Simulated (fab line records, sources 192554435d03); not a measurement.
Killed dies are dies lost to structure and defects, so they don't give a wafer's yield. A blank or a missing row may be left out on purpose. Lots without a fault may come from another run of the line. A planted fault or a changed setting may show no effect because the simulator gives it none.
Chamber matching | flow n5_finfet | N5_BEOL_M5_DESCUM_16 on rie_diel-06: 4 sister chambers
The step chemistry O2, time 7 s. 8 wafers are shown with their chamber, then 10 later ones without.

WAFERS WITH THEIR CHAMBER
wafer  | chamber | drypump_motor_current_A (A) | throttle_valve_pct (%)
L082.4 | 2       | 6.1                         | 20.50
L082.5 | 2       | 6.1                         | 20.50
L086.4 | 3       | 6.2                         | 20.29
L088.1 | 1       | 5.7                         | 20.64
L088.4 | 0       | 5.2                         | 20.22
L088.5 | 3       | 6.1                         | 20.30
L092.1 | 0       | 5.2                         | 20.22
L092.2 | 1       | 5.7                         | 20.65

WAFERS WITHOUT THEIR CHAMBER
wafer  | drypump_motor_current_A (A) | throttle_valve_pct (%)
L092.3 | 6.2                         | 20.31
L095.1 | 5.7                         | 20.67
L095.2 | 6.1                         | 20.32
L095.3 | 5.2                         | 20.25
L095.4 | 6.2                         | 20.32
L095.5 | 6.2                         | 20.31
L095.6 | 6.1                         | 20.30
L097.2 | 6.2                         | 20.31
L097.3 | 6.1                         | 20.32
L097.5 | 6.0                         | 20.32

WHICH CHAMBER EACH WENT THROUGH
wafer  | from the rows above | in truth
L092.3 | 3                   | 3
L095.1 | 1                   | 1
L095.2 | 3                   | 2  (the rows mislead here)
L095.3 | 0                   | 0
L095.4 | 3                   | 3
L095.5 | 3                   | 3
L095.6 | 3                   | 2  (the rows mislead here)
L097.2 | 3                   | 3
L097.3 | 3                   | 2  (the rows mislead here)
L097.5 | 3                   | 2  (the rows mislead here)
Placed correctly: 6 of 10. Can't be placed from these rows: 0. Placed wrongly: 4.
How it was worked out, from the rows above alone: a wafer's distance from a chamber is the root of the sum, over the readings, of the square of ((its reading less the chamber's mean) divided by the reading's scatter). The wafer belongs to the nearest chamber; if the next one is less than 2 further off, it can't be placed. A chamber's mean is the mean of its shown wafers. The scatter: the root of (the sum of the squares of (reading less its chamber's mean) over the shown wafers, divided by (wafers less chambers)).
